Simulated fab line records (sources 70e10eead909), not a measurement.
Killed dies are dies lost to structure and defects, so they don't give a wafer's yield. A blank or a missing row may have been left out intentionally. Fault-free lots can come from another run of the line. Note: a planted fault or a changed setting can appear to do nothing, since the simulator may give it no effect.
Which of the tools did it?	flow nandHarc	13 lots with 39 wafers sampled at 6 steps, on a route of 1302 steps

== WHAT THE GAUGES SHOWED, per wafer ==
NHARC_A_M0_INSPECT_11.
lot	measured	on	rawDefectCount
L969	day 22 12:21	defectInspect-01	138 125 141
L971	day 22 23:17	defectInspect-02	102 83 98
L970	day 23 01:32	defectInspect-01	78 70 74
L972	day 23 14:19	defectInspect-01	111 140 117
L978	day 25 21:53	defectInspect-02	82 76 68
L976	day 26 03:37	defectInspect-02	77 73 80
L980	day 26 08:14	defectInspect-01	70 62 53
L977	day 26 10:13	defectInspect-02	110 133 136
L979	day 26 10:24	defectInspect-01	37 34 41
L984	day 28 21:05	defectInspect-02	63 90 64
L985	day 29 15:38	defectInspect-02	124 115 100
L988	day 29 21:28	defectInspect-01	113 117 125
L992	day 32 04:00	defectInspect-02	47 59 52

NHARC_A_M0_CD_MEAS_16.
lot	measured	on	cdNm (nm)
L969	day 22 12:43	cdSem-03	80.0 80.1 80.0
L971	day 22 23:38	cdSem-01	79.6 79.3 79.8
L970	day 23 01:55	cdSem-03	80.1 79.6 79.3
L972	day 23 14:43	cdSem-01	80.5 80.2 81.3
L978	day 25 22:15	cdSem-03	79.1 79.9 78.9
L976	day 26 03:58	cdSem-03	81.0 80.4 81.3
L980	day 26 08:35	cdSem-03	79.4 79.9 79.1
L977	day 26 10:34	cdSem-03	80.8 79.5 79.4
L979	day 26 10:46	cdSem-01	80.6 80.8 80.9
L984	day 28 21:27	cdSem-03	80.6 79.6 80.6
L985	day 29 16:01	cdSem-03	80.0 79.9 80.4
L988	day 29 21:50	cdSem-01	80.7 80.4 81.6
L992	day 32 04:22	cdSem-02	80.9 80.2 80.9

NHARC_A_M1_CD_MEAS_09: the cd target is 120 nm.
lot	measured	on	cdNm (nm)
L969	day 22 16:17	cdSem-03	120.1 120.2 120.6
L971	day 23 03:05	cdSem-02	119.3 119.4 120.2
L970	day 23 05:31	cdSem-03	120.2 119.6 120.2
L972	day 23 18:17	cdSem-02	120.1 119.8 120.1
L978	day 26 02:04	cdSem-01	120.2 120.3 120.3
L976	day 26 07:25	cdSem-03	120.7 119.9 120.4
L980	day 26 12:10	cdSem-02	123.7 123.7 123.5
L977	day 26 15:28	cdSem-02	122.7 122.8 123.5
L979	day 26 15:45	cdSem-01	119.1 119.1 119.7
L984	day 29 01:01	cdSem-03	119.3 118.7 119.4
L985	day 29 19:34	cdSem-03	119.5 119.9 120.2
L988	day 30 01:26	cdSem-03	120.4 120.1 120.9
L992	day 32 07:58	cdSem-02	119.6 119.7 119.5

NHARC_A_M1_INSPECT_11.
lot	measured	on	rawDefectCount
L969	day 22 16:24	defectInspect-01	136 128 135
L971	day 23 03:13	defectInspect-02	99 88 91
L970	day 23 05:38	defectInspect-02	79 75 75
L972	day 23 18:25	defectInspect-01	108 139 113
L978	day 26 02:11	defectInspect-02	87 76 71
L976	day 26 07:32	defectInspect-01	78 77 78
L980	day 26 12:18	defectInspect-02	71 65 56
L977	day 26 15:35	defectInspect-01	118 133 132
L979	day 26 15:52	defectInspect-01	35 35 44
L984	day 29 01:10	defectInspect-02	66 92 70
L985	day 29 19:41	defectInspect-02	122 122 104
L988	day 30 01:34	defectInspect-01	114 116 120
L992	day 32 08:05	defectInspect-01	52 60 48

NHARC_END_SORT_01.
lot	measured	on	defectLimitedYield (%)	killedAtArray	killedAtOther	killedAtPeriphery	killedDies	killedOpen	killedShort
L980	day 27 23:59	prober-01	91.6 92.5 93.1	47 46 40	0 0 1	10 5 6	57 51 47	3 5 2	2 2 1
L979	day 28 07:02	prober-01	94.2 93.9 93.4	34 32 38	1 1 0	4 8 7	39 41 45	2 2 2	2 2 2

== TOOL THAT RAN EACH LOT (tool first, then ch and the chambers of the sampled wafers, then the start) ==
lot	NHARC_A_M1_EXPOSE_06
L969	arfiScanner-03 ch 0, day 22 16:08
L971	arfiScanner-03 ch 0, day 23 02:57
L970	arfiScanner-02 ch 0, day 23 05:22
L972	arfiScanner-01 ch 0, day 23 18:09
L978	arfiScanner-02 ch 0, day 26 01:56
L976	arfiScanner-02 ch 0, day 26 07:16
L980	arfiScanner-01 ch 0, day 26 12:02
L977	arfiScanner-01 ch 0, day 26 15:20
L979	arfiScanner-02 ch 0, day 26 15:37
L984	arfiScanner-03 ch 0, day 29 00:53
L985	arfiScanner-03 ch 0, day 29 19:25
L988	arfiScanner-02 ch 0, day 30 01:17
L992	arfiScanner-03 ch 0, day 32 07:50
- NHARC_A_M1_EXPOSE_06: exposes mask A M1, target cd 120 nm.

== WHAT THE TOOLS THEMSELVES READ (means of the sampled wafers that have a number; where no wafer has one, the mark that the record gives instead) ==
NHARC_A_M1_EXPOSE_06.
lot	tool	exposureDoseMJCm2
L969	arfiScanner-03	75.04
L971	arfiScanner-03	74.91
L970	arfiScanner-02	75.04
L972	arfiScanner-01	75.01
L978	arfiScanner-02	75.05
L976	arfiScanner-02	75.03
L980	arfiScanner-01	80.18
L977	arfiScanner-01	79.17
L979	arfiScanner-02	75.07
L984	arfiScanner-03	75.04
L985	arfiScanner-03	75.00
L988	arfiScanner-02	75.04
L992	arfiScanner-03	74.94

== THE ANSWER, worked out from the rows above alone ==
Rule: usual is defined by the lots themselves. Put in order of their means at a reading, lots are off if they are a third of the lots or fewer, leave a main group of 4 or more, and stand apart from it by a gap of 3 or more times the standard deviation of the main group's means; of several such gaps the widest counts. Not used: any main group whose means are identical at the precision the tables above print for the reading. A lot without any number at a reading at which 4 lots or more have one is off too. Where the step has rows for the other lots, those lots are counted as sound. Order of review: gauges by route order, followed by the tools' own readings, for which a lot's mean as printed above is used. At the first step where some lot is off, the reading lying furthest off is the one used; lots without a number count as furthest.
Off: L980, L977, at NHARC_A_M1_CD_MEAS_09 (cdNm). The main group has a mean of 119.9 nm with a standard deviation of 0.42.
If a tool, at a process step before that reading, ran all the lots that are off and no sound lot after the first of them, it fits. The gauges at NHARC_A_M1_CD_MEAS_09 aren't tried: what is off there is off at NHARC_A_M1_EXPOSE_06 too, on other tools, and a gauge's error can't cause that. One fits: NHARC_A_M1_EXPOSE_06 on arfiScanner-01. Its last sound lot is L972 (day 23 18:09), its first lot that is off L980 (day 26 12:02): a fault that began between those two fits.
The tool's own readings at NHARC_A_M1_EXPOSE_06 bear it out: on the lots that are off they differ by more than 5 times the standard deviation of the sound lots' means. exposureDoseMJCm2 reads 79.68 there against 75.02 on the sound lots.

== WHAT HAD BEEN PUT IN BY THE SIMULATOR ==
Process parameters drifting: arfiScanner-01 at NHARC_A_M1_EXPOSE_06, beginning at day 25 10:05. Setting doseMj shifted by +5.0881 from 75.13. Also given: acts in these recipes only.
Lots struck among those shown: L980, L977. Same finding as the rule above.
